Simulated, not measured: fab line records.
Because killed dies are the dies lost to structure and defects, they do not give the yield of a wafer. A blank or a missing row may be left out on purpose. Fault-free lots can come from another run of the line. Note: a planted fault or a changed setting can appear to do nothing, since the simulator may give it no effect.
Matching of chambers	flow nand-harc	NHARC_A_BONDPAD_DESCUM_11 on rie-diel-03: 4 sister chambers
The step chemistry O2, time 3 s. 14 wafers are shown with their chamber, then 7 later ones without.

## WAFERS, EACH WITH ITS CHAMBER
wafer	chamber	showerhead-plenum-p-Torr (Torr)	drypump-motor-current-A (A)	o2-flow-sccm (sccm)
L079.3	0	2.07	5.5	199.8
L079.5	2	1.94	6.3	200.4
L079.6	1	1.82	5.8	200.2
L081.1	3	2.01	4.9	201.4
L081.2	0	2.07	5.4	200.2
L081.5	3	2.01	4.9	201.1
L089.2	2	1.93	6.3	199.9
L089.4	0	2.06	5.4	200.5
L089.5	1	1.82	5.8	199.7
L092.1	3	2.00	4.9	199.9
L092.3	1	1.82	5.7	198.6
L092.4	2	1.93	6.3	199.6
L094.2	0	2.06	5.5	200.8
L094.3	3	2.00	4.9	200.0

SIGNATURES (means of the wafers above)
reading	chamber 0	chamber 1	chamber 2	chamber 3	scatter within a chamber
showerhead-plenum-p-Torr	2.0650	1.8200	1.9333	2.0050	0.00516
drypump-motor-current-A	5.450	5.767	6.300	4.900	0.0408
o2-flow-sccm	200.325	199.500	199.967	200.600	0.629
Rule: for each reading, subtract the chamber's mean from the wafer's reading, divide by that reading's scatter and square the result; add these up over the readings and take the root, which gives the wafer's distance from the chamber. The wafer belongs to the nearest chamber; if the next one is less than 2 further off, it can't be placed. The scatter: take each reading less its chamber's mean, square it, sum over the shown wafers, divide by the number of wafers less the number of chambers, and take the root.

## WAFERS WHOSE CHAMBER IS MISSING
wafer	showerhead-plenum-p-Torr (Torr)	drypump-motor-current-A (A)	o2-flow-sccm (sccm)
L094.4	1.82	5.8	200.0
L093.1	1.93	6.3	199.9
L093.2	2.06	5.5	199.7
L093.6	1.82	5.8	199.4
L097.1	2.00	4.9	200.2
L097.3	1.81	5.8	200.6
L097.5	1.93	6.3	200.6

## EACH ONE'S CHAMBER
wafer	from the rows above	in truth
L094.4	1	1
L093.1	2	2
L093.2	0	0
L093.6	1	1
L097.1	3	3
L097.3	1	1
L097.5	2	2
Placed correctly: 7 of 7. Number that these rows cannot place: 0. Wrongly placed: 0.
